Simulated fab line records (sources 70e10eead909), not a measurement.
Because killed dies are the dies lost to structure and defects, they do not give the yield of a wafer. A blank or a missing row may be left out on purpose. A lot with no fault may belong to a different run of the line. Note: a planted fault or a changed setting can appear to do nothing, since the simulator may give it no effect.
Chamber matching :: flow nand-harc :: NHARC_P_CONTACT_ALD_22 on ald-metal-04 has 4 sister chambers
The step deposits TiN, target thk 3 nm, pulse time 1 s, ald cycles 150. 4 wafers are shown with their chamber, then 11 later ones without.

WAFERS, EACH WITH ITS CHAMBER
wafer: L090.2
chamber: 1
heater-power-w (W): 1056

wafer: L090.3
chamber: 0
heater-power-w (W): 1048

wafer: L090.6
chamber: 3
heater-power-w (W): 1152

wafer: L091.1
chamber: 2
heater-power-w (W): 1073

WAFERS WITHOUT THEIR CHAMBER
wafer: L091.4
heater-power-w (W): 1164

wafer: L091.5
heater-power-w (W): 1068

wafer: L092.1
heater-power-w (W): 1112

wafer: L092.3
heater-power-w (W): 1052

wafer: L092.5
heater-power-w (W): 1010

wafer: L095.3
heater-power-w (W): 1125

wafer: L095.5
heater-power-w (W): 1081

wafer: L095.6
heater-power-w (W): 1010

wafer: L097.2
heater-power-w (W): 1187

wafer: L097.3
heater-power-w (W): 1048

wafer: L097.4
heater-power-w (W): 1126

WHICH CHAMBER EACH ONE RAN IN
wafer: L091.4
from the rows above: 3
in truth: 3

wafer: L091.5
from the rows above: can't be placed: 2 or 1 or 0
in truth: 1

wafer: L092.1
from the rows above: can't be placed: 2 or 3 or 1 or 0
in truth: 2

wafer: L092.3
from the rows above: can't be placed: 0 or 1 or 2
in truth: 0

wafer: L092.5
from the rows above: can't be placed: 0 or 1 or 2
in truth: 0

wafer: L095.3
from the rows above: can't be placed: 3 or 2 or 1 or 0
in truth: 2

wafer: L095.5
from the rows above: can't be placed: 2 or 1 or 0
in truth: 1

wafer: L095.6
from the rows above: can't be placed: 0 or 1 or 2
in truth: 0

wafer: L097.2
from the rows above: 3
in truth: 3

wafer: L097.3
from the rows above: can't be placed: 0 or 1 or 2
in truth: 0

wafer: L097.4
from the rows above: can't be placed: 3 or 2 or 1
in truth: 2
Correct placement for 2 of the 11. These rows do not allow placing 9 (true chamber among the candidates in 9). Number placed wrongly: 0.
How it was worked out, from the rows above alone: a wafer's distance from a chamber is the root of the sum, over the readings, of the square of ((its reading less the chamber's mean) divided by the reading's scatter). The wafer belongs to the nearest chamber; if the next one is less than 2 further off, it can't be placed. A chamber's mean is the mean of its shown wafers. The scatter (one wafer shown for each chamber): square how far every hidden wafer sits from the nearest shown wafer, average those squares and take the square root.
